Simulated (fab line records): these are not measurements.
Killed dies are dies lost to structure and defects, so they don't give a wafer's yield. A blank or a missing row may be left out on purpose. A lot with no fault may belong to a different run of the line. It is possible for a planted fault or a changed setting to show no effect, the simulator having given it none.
Split-lot trial	flow n5-finfet	7 lots, 21 wafers read, on a route of 1938 steps

## THE SPLIT ITSELF
At N5_HKMG_FIN_EXPOSE_09 (exposes mask NWFM), the setting dose-mj was moved away from the recipe's 39.25 on 6 of the 21 wafers read, by -4.6% to +3.8%. All remaining wafers had this setting at the recipe value.

## FROM THE SPLIT TO THE READING: what the file shows between them, 2 steps
- N5_HKMG_FIN_PEB_10: peb time 60 s
- N5_HKMG_FIN_DEVELOP_11: develop time 30 s

## THE READING
cd-nm, in nm, at N5_HKMG_FIN_CD_MEAS_12 (target cd 92.8 nm). A value of 93.3 nm with a standard deviation of 0.61 nm is what fault-free wafers of this fab line usually give.

wafer	tool, chamber at the split	dose-mj as run	against the recipe	cd-nm, nm	against lot-mates on the recipe
L076.1	arfi-scanner-02, 0	39.25	recipe	94.4	-
L076.3	arfi-scanner-02, 0	39.25	recipe	93.9	-
L076.4	arfi-scanner-02, 0	39.25	recipe	93.6	-
L086.2	arfi-scanner-01, 0	40.74	+3.8%	95.9	+1.3
L086.3	arfi-scanner-01, 0	39.25	recipe	94.6	-
L086.4	arfi-scanner-01, 0	40.74	+3.8%	95.4	+0.8
L087.1	arfi-scanner-01, 0	38.41	-2.1%	92.1	-1.2
L087.2	arfi-scanner-01, 0	39.25	recipe	93.2	-
L087.6	arfi-scanner-01, 0	39.25	recipe	93.4	-
L089.1	arfi-scanner-02, 0	39.25	recipe	92.6	-
L089.4	arfi-scanner-02, 0	39.25	recipe	94.0	-
L089.5	arfi-scanner-02, 0	39.25	recipe	93.6	-
L090.2	arfi-scanner-02, 0	39.25	recipe	93.4	-
L090.4	arfi-scanner-02, 0	37.46	-4.6%	90.3	-3.1
L090.5	arfi-scanner-02, 0	39.25	recipe	93.4	-
L092.2	arfi-scanner-03, 0	39.25	recipe	92.7	-
L092.3	arfi-scanner-03, 0	38.34	-2.3%	91.9	-1.1
L092.4	arfi-scanner-03, 0	39.25	recipe	93.3	-
L094.1	arfi-scanner-02, 0	39.25	recipe	92.9	-
L094.5	arfi-scanner-02, 0	37.91	-3.4%	90.1	-2.2
L094.6	arfi-scanner-02, 0	39.25	recipe	91.8	-

FIT RESULTS
A straight line over all 21 wafers: cd-nm changes by +0.679 nm for each +1% of dose-mj; r = +0.89; the points scatter about the line by 0.66 nm.
The same after taking each lot's own level away (the mean of its wafers on the recipe; 21 wafers): +0.48 nm for each +1%; r = +0.89; scatter 0.47 nm.
According to that fit, moving dose-mj by its largest amount changes the reading by 2.2 nm.
The span of the lots' own levels, 92.35 to 94.60 nm, comes to 3.7 times the standard deviation stated above.
So the slope is not independent of the lot-to-lot level: the two fits are not the same.
Check: for one of the wafers moved furthest among these (-4.6%), held out of the fit, the line's prediction against its lot-mates is -1.99 nm. It came out at -3.1 nm against them.

## FILE'S OWN FIT
cd-nm changes by +0.536 nm for each +1% of dose-mj, r = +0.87.
